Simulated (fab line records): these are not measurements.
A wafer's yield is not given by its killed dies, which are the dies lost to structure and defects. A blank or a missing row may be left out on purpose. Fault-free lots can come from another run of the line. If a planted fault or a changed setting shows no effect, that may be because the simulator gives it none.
Matching of chambers + flow nandHarc + rieDiel-01 running NHARC_A_CHANNEL_FILL_D2_ETCHBACK_20: 4 sister chambers
The step etches the open film in C4F8/O2/Ar, target depth 27 nm, time 13.5 s. 8 wafers are shown with their chamber, then 7 later ones without.

## WAFERS PAIRED WITH THEIR CHAMBERS
| wafer  | chamber | rfVppV (V) | rfFwdPowerW (W) |
|--------|---------|------------|-----------------|
| L581.6 | 2       | 970        | 588.9           |
| L587.2 | 1       | 984        | 587.1           |
| L587.5 | 0       | 977        | 591.6           |
| L589.1 | 3       | 982        | 583.4           |
| L589.3 | 0       | 977        | 593.6           |
| L589.6 | 2       | 968        | 589.3           |
| L592.3 | 3       | 981        | 584.7           |
| L592.4 | 1       | 983        | 585.0           |

## WAFERS WITH NO CHAMBER GIVEN
| wafer  | rfVppV (V) | rfFwdPowerW (W) |
|--------|------------|-----------------|
| L592.5 | 982        | 586.2           |
| L601.1 | 981        | 589.0           |
| L601.4 | 979        | 593.1           |
| L601.6 | 981        | 583.9           |
| L604.1 | 982        | 587.4           |
| L604.2 | 982        | 581.6           |
| L604.3 | 970        | 590.5           |

## EACH ONE'S CHAMBER
| wafer  | from the rows above          | in truth                   |
|--------|------------------------------|----------------------------|
| L592.5 | can't be placed: 1 or 3      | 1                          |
| L601.1 | can't be placed: 1 or 3 or 0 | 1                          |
| L601.4 | 0                            | 0                          |
| L601.6 | 3                            | 3                          |
| L604.1 | can't be placed: 1 or 3      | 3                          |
| L604.2 | 3                            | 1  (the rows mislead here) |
| L604.3 | 2                            | 2                          |
3 of 7 placed correctly. Not placeable from these rows: 3 (in 3, the candidates include the true chamber). Number placed wrongly: 1.
How it was worked out, from the rows above alone: a wafer's distance from a chamber is the root of the sum, over the readings, of the square of ((its reading less the chamber's mean) divided by the reading's scatter). The wafer belongs to the nearest chamber; if the next one is less than 2 further off, it can't be placed. The mean given for a chamber averages the wafers shown for that chamber. The scatter: the root of (the sum of the squares of (reading less its chamber's mean) over the shown wafers, divided by (wafers less chambers)).
